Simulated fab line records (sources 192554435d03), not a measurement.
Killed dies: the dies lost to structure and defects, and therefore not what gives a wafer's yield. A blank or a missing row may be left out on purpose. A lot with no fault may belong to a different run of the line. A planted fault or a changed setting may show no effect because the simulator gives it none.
Matching of chambers    flow n5-finfet    N5_FIN_SAQP_ETCH_51 on rie-diel-01: 4 sister chambers
The step etches SiARC in CF4, target depth 45.5 nm, time 75.8 s. 14 wafers are shown with their chamber, then 7 later ones without.

== WAFERS WITH THEIR CHAMBER ==
wafer   chamber  showerhead-plenum-p-Torr (Torr)  etch-rf-on-time-s (s)  rf-vpp-V (V)
L079.2  0        2.06                             72.4                   183.0
L079.3  1        2.15                             75.9                   184.5
L079.5  1        2.15                             75.9                   184.0
L080.1  0        2.06                             73.3                   181.3
L080.5  0        2.06                             73.7                   183.1
L080.6  3        2.10                             76.8                   184.5
L083.1  1        2.14                             75.9                   183.0
L083.2  2        2.12                             74.4                   182.6
L083.5  0        2.06                             72.8                   182.6
L084.1  2        2.12                             74.9                   182.8
L084.2  0        2.06                             73.6                   182.6
L084.4  1        2.14                             77.1                   183.6
L091.1  1        2.14                             75.5                   184.1
L091.4  3        2.09                             76.0                   182.8

SIGNATURES (means of the wafers above)
reading                   chamber 0  chamber 1  chamber 2  chamber 3  scatter within a chamber
showerhead-plenum-p-Torr  2.0600     2.1440     2.1200     2.0950     0.00412
etch-rf-on-time-s         73.160     76.060     74.650     76.400     0.559
rf-vpp-V                  182.520    183.840    182.700    183.650    0.695
Rule: a wafer lies at a distance from a chamber equal to the root of the sum of squares, over the readings, of (its reading less the chamber's mean, divided by the reading's scatter). If the next closest chamber is less than 2 further off than the closest, the wafer can't be placed; otherwise it belongs to the closest. The scatter is the square root of a quotient: the sum, over the shown wafers, of each reading's squared deviation from its chamber's mean, divided by wafers minus chambers.

== WAFERS WHOSE CHAMBER IS MISSING ==
wafer   showerhead-plenum-p-Torr (Torr)  etch-rf-on-time-s (s)  rf-vpp-V (V)
L091.5  2.09                             76.8                   184.4
L092.1  2.13                             76.7                   183.8
L092.3  2.09                             77.1                   183.4
L092.6  2.05                             74.1                   182.8
L093.2  2.13                             76.4                   184.1
L093.4  2.05                             73.8                   183.6
L093.6  2.11                             75.5                   183.1

== EACH ONE'S CHAMBER ==
wafer   from the rows above      in truth
L091.5  3                        3
L092.1  can't be placed: 1 or 2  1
L092.3  3                        3
L092.6  0                        0
L093.2  can't be placed: 1 or 2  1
L093.4  0                        0
L093.6  can't be placed: 2 or 3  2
Placed correctly: 4 of 7. Not placeable from these rows: 3 (in 3, the candidates include the true chamber). 0 placed wrongly.
